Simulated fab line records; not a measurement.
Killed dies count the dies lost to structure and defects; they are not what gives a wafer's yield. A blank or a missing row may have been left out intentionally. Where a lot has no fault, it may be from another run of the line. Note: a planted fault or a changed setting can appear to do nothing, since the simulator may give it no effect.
Which tool was responsible? :: flow nand harc :: 13 lots with 39 wafers sampled at 5 steps, on a route of 1302 steps

== WHAT EACH GAUGE READ, for each wafer ==
NHARC_A_ONON_D2_THK_MEAS_05: measures by ellipsometry. Usual: thk nm at 1004 nm, with a standard deviation of 8.3.
lot: L141
measured: day 12 19:08
on: film metro-02
thk nm (nm): 1006 1005 1007
flag: 

lot: L142
measured: day 12 19:08
on: film metro-02
thk nm (nm): 1007 1005 1008
flag: 

lot: L144
measured: day 14 00:58
on: film metro-01
thk nm (nm): 1007 1010 1008
flag: 

lot: L145
measured: day 14 00:58
on: film metro-02
thk nm (nm): 1010 1008 1008
flag: 

lot: L146
measured: day 15 00:26
on: film metro-01
thk nm (nm): 988 988 988
flag: 

lot: L148
measured: day 15 00:34
on: film metro-01
thk nm (nm): 1001 1001 1001
flag: 

lot: L147
measured: day 15 00:44
on: film metro-02
thk nm (nm): 1008 1010 1009
flag: 

lot: L149
measured: day 15 15:57
on: film metro-02
thk nm (nm): 993 993 992
flag: 

lot: L150
measured: day 16 06:47
on: film metro-02
thk nm (nm): 1003 1005 1002
flag: 

lot: L152
measured: day 17 00:34
on: film metro-01
thk nm (nm): 993 995 995
flag: 

lot: L158
measured: day 19 10:04
on: film metro-01
thk nm (nm): 1009 1009 1008
flag: 

lot: L160
measured: day 20 08:14
on: film metro-02
thk nm (nm): 993 993 992
flag: 

lot: L163
measured: day 21 08:26
on: film metro-02
thk nm (nm): 1006 1006 1008
flag: 

NHARC_A_ONON_D2_THK_MEAS_11: measures by ellipsometry. Usual: thk nm at 998 nm, with a standard deviation of 11.
lot: L141
measured: day 12 20:16
on: film metro-02
thk nm (nm): 1000 1000 1001
flag: 

lot: L142
measured: day 12 20:17
on: film metro-02
thk nm (nm): 984 983 983
flag: 

lot: L144
measured: day 14 02:06
on: film metro-02
thk nm (nm): 998 997 998
flag: 

lot: L145
measured: day 14 02:06
on: film metro-01
thk nm (nm): 1013 1015 1013
flag: 

lot: L146
measured: day 15 01:34
on: film metro-01
thk nm (nm): 1005 1005 1003
flag: 

lot: L148
measured: day 15 01:42
on: film metro-02
thk nm (nm): 993 993 991
flag: 

lot: L147
measured: day 15 01:52
on: film metro-01
thk nm (nm): 1007 1008 1007
flag: 

lot: L149
measured: day 15 17:05
on: film metro-02
thk nm (nm): 986 987 984
flag: 

lot: L150
measured: day 16 07:55
on: film metro-02
thk nm (nm): 1007 1007 1008
flag: 

lot: L152
measured: day 17 01:41
on: film metro-01
thk nm (nm): 1006 1007 1007
flag: 

lot: L158
measured: day 19 11:11
on: film metro-01
thk nm (nm): 996 999 999
flag: 

lot: L160
measured: day 20 09:22
on: film metro-01
thk nm (nm): 986 987 1705
flag: OFF

lot: L163
measured: day 21 09:33
on: film metro-02
thk nm (nm): 977 978 978
flag: 

NHARC_END_SORT_01. Usual: killed at array 47, standard deviation 18; killed at other 0.9, standard deviation 1.1; killed at periphery 4, standard deviation 3.1; killed dies 52, standard deviation 18; killed open 3.1, standard deviation 1.5; killed short 2.4, standard deviation 1.5.
lot: L141
measured: day 25 00:34
on: prober-02
killed at array: 43 38 37
killed at other: 0 1 1
killed at periphery: 8 6 7
killed dies: 51 45 45
killed open: 5 5 4
killed short: 3 2 2
flag: 

lot: L142
measured: day 24 16:52
on: prober-01
killed at array: 67 35 41
killed at other: 1 1 0
killed at periphery: 1 0 2
killed dies: 69 36 43
killed open: 3 2 2
killed short: 2 1 1
flag: 

lot: L144
measured: day 26 19:14
on: prober-01
killed at array: 76 43 81
killed at other: 2 1 0
killed at periphery: 6 0 3
killed dies: 84 44 84
killed open: 4 2 3
killed short: 0 1 6
flag: 

lot: L145
measured: day 26 12:44
on: prober-02
killed at array: 26 35 24
killed at other: 0 0 0
killed at periphery: 2 2 3
killed dies: 28 37 27
killed open: 2 6 1
killed short: 3 3 1
flag: 

lot: L146
measured: day 26 23:59
on: prober-02
killed at array: 31 24 20
killed at other: 1 2 2
killed at periphery: 12 6 6
killed dies: 44 32 28
killed open: 6 1 0
killed short: 2 1 1
flag: 

lot: L148
measured: day 27 03:50
on: prober-01
killed at array: 42 43 37
killed at other: 1 0 0
killed at periphery: 0 8 4
killed dies: 43 51 41
killed open: 3 2 0
killed short: 1 4 3
flag: 

lot: L147
measured: day 27 09:18
on: prober-02
killed at array: 73 65 73
killed at other: 4 0 2
killed at periphery: 1 3 7
killed dies: 78 68 82
killed open: 4 4 3
killed short: 1 5 2
flag: 

lot: L149
measured: day 27 15:37
on: prober-01
killed at array: 59 82 88
killed at other: 1 0 1
killed at periphery: 8 7 4
killed dies: 68 89 93
killed open: 4 1 5
killed short: 5 3 7
flag: 

lot: L150
measured: day 28 05:11
on: prober-02
killed at array: 32 28 30
killed at other: 1 3 1
killed at periphery: 2 4 3
killed dies: 35 35 34
killed open: 2 4 2
killed short: 2 1 1
flag: 

lot: L152
measured: day 29 14:01
on: prober-01
killed at array: 26 29 42
killed at other: 2 1 1
killed at periphery: 1 5 1
killed dies: 29 35 44
killed open: 0 6 5
killed short: 2 2 4
flag: 

lot: L158
measured: day 31 01:01
on: prober-02
killed at array: 48 51 71
killed at other: 0 2 0
killed at periphery: 0 1 2
killed dies: 48 54 73
killed open: 2 3 2
killed short: 2 1 3
flag: 

lot: L160
measured: day 32 06:06
on: prober-01
killed at array: 44 50 675
killed at other: 2 0 0
killed at periphery: 1 2 2
killed dies: 47 52 677
killed open: 0 3 5
killed short: 2 4 1
flag: OFF

lot: L163
measured: day 33 20:53
on: prober-01
killed at array: 45 35 43
killed at other: 0 0 0
killed at periphery: 2 6 10
killed dies: 47 41 53
killed open: 0 1 4
killed short: 0 1 1
flag: 

== WHAT TOOL EACH LOT RAN ON (gives the tool, then ch and the chambers of the sampled wafers, and finally the start) ==
lot: L141
NHARC_A_ONON_D2_DEP_09: pecvd onon-03 ch 0, day 12 19:45
NHARC_A_ONON_D2_DEP_33: pecvd-04 ch 0,2, day 13 06:29

lot: L142
NHARC_A_ONON_D2_DEP_09: pecvd onon-01 ch 0, day 12 19:46
NHARC_A_ONON_D2_DEP_33: pecvd-03 ch 0,1,2, day 13 06:32

lot: L144
NHARC_A_ONON_D2_DEP_09: pecvd onon-01 ch 0, day 14 01:35
NHARC_A_ONON_D2_DEP_33: pecvd-03 ch 0,2, day 14 12:46

lot: L145
NHARC_A_ONON_D2_DEP_09: pecvd onon-03 ch 0, day 14 01:39
NHARC_A_ONON_D2_DEP_33: pecvd-02 ch 1,2, day 14 12:47

lot: L146
NHARC_A_ONON_D2_DEP_09: pecvd onon-01 ch 0, day 15 01:02
NHARC_A_ONON_D2_DEP_33: pecvd-04 ch 0,1,2, day 15 11:50

lot: L148
NHARC_A_ONON_D2_DEP_09: pecvd onon-03 ch 0, day 15 01:14
NHARC_A_ONON_D2_DEP_33: pecvd-03 ch 0,1, day 15 11:49

lot: L147
NHARC_A_ONON_D2_DEP_09: pecvd onon-04 ch 0, day 15 01:28
NHARC_A_ONON_D2_DEP_33: pecvd-02 ch 1,2, day 15 11:58

lot: L149
NHARC_A_ONON_D2_DEP_09: pecvd onon-01 ch 0, day 15 16:34
NHARC_A_ONON_D2_DEP_33: pecvd-02 ch 0,1, day 16 04:58

lot: L150
NHARC_A_ONON_D2_DEP_09: pecvd onon-01 ch 0, day 16 07:25
NHARC_A_ONON_D2_DEP_33: pecvd-02 ch 0,1, day 16 18:10

lot: L152
NHARC_A_ONON_D2_DEP_09: pecvd onon-01 ch 0, day 17 01:14
NHARC_A_ONON_D2_DEP_33: pecvd-02 ch 1,2, day 17 12:01

lot: L158
NHARC_A_ONON_D2_DEP_09: pecvd onon-04 ch 0, day 19 10:48
NHARC_A_ONON_D2_DEP_33: pecvd-03 ch 0,1,2, day 19 22:08

lot: L160
NHARC_A_ONON_D2_DEP_09: pecvd onon-01 ch 0, day 20 08:52
NHARC_A_ONON_D2_DEP_33: pecvd-03 ch 0,2, day 20 19:41

lot: L163
NHARC_A_ONON_D2_DEP_09: pecvd onon-04 ch 0, day 21 09:06
NHARC_A_ONON_D2_DEP_33: pecvd-02 ch 0,1, day 21 19:55
- NHARC_A_ONON_D2_DEP_09: target thk 1000 nm.
- NHARC_A_ONON_D2_DEP_33: deposits SiO2, target thk 200 nm.

== WHAT THE TOOLS THEMSELVES READ (means of the sampled wafers that have a number; where no wafer has one, the mark that the record gives instead) ==
NHARC_A_ONON_D2_DEP_33. Usual: heater power w 570 W, standard deviation 120; throttle valve pct 16.0 %, standard deviation 0.65.
lot: L141
tool: pecvd-04
heater power w (W): 415
throttle valve pct (%): 15.9
flag: 

lot: L142
tool: pecvd-03
heater power w (W): 571
throttle valve pct (%): 16.4
flag: 

lot: L144
tool: pecvd-03
heater power w (W): 582
throttle valve pct (%): 16.5
flag: 

lot: L145
tool: pecvd-02
heater power w (W): 579
throttle valve pct (%): 16.0
flag: 

lot: L146
tool: pecvd-04
heater power w (W): 610
throttle valve pct (%): 15.9
flag: 

lot: L148
tool: pecvd-03
heater power w (W): 469
throttle valve pct (%): 16.2
flag: 

lot: L147
tool: pecvd-02
heater power w (W): 635
throttle valve pct (%): 15.3
flag: 

lot: L149
tool: pecvd-02
heater power w (W): 627
throttle valve pct (%): 15.6
flag: 

lot: L150
tool: pecvd-02
heater power w (W): 562
throttle valve pct (%): 15.1
flag: 

lot: L152
tool: pecvd-02
heater power w (W): 646
throttle valve pct (%): 15.5
flag: 

lot: L158
tool: pecvd-03
heater power w (W): 548
throttle valve pct (%): 16.4
flag: 

lot: L160
tool: pecvd-03
heater power w (W): 539
throttle valve pct (%): 16.2
flag: 

lot: L163
tool: pecvd-02
heater power w (W): 586
throttle valve pct (%): 15.0
flag: 

== THE ANSWER, worked out from the rows above alone ==
Rule: a lot is off if the mean of its wafers that have a number lies more than 3 standard deviations from the usual mean. A lot without any number at a reading at which 4 lots or more have one is off too. Any other lot the step has rows for is counted as sound. First the gauges in route order, then the tools' own readings, where a lot's mean is used as printed above. At the first step where some lot is off, the reading lying furthest off is the one used; lots without a number count as furthest.
Off: L160 (NHARC_A_ONON_D2_THK_MEAS_11, thk nm).
If a tool, at a process step before that reading, ran all the lots that are off and no sound lot after the first of them, it fits. Not tried: the gauges at NHARC_A_ONON_D2_THK_MEAS_11; whatever is off there is also off at NHARC_END_SORT_01, on other tools, and gauge error can't account for it. One fits: NHARC_A_ONON_D2_DEP_09 on pecvd onon-01. Its last sound lot is L152 (day 17 01:14), its first lot that is off L160 (day 20 08:52): a fault that began between those two fits.

== WHAT HAD BEEN PUT IN BY THE SIMULATOR ==
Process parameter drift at NHARC_A_ONON_D2_DEP_09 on pecvd onon-01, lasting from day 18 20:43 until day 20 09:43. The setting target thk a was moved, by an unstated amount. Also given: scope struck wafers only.
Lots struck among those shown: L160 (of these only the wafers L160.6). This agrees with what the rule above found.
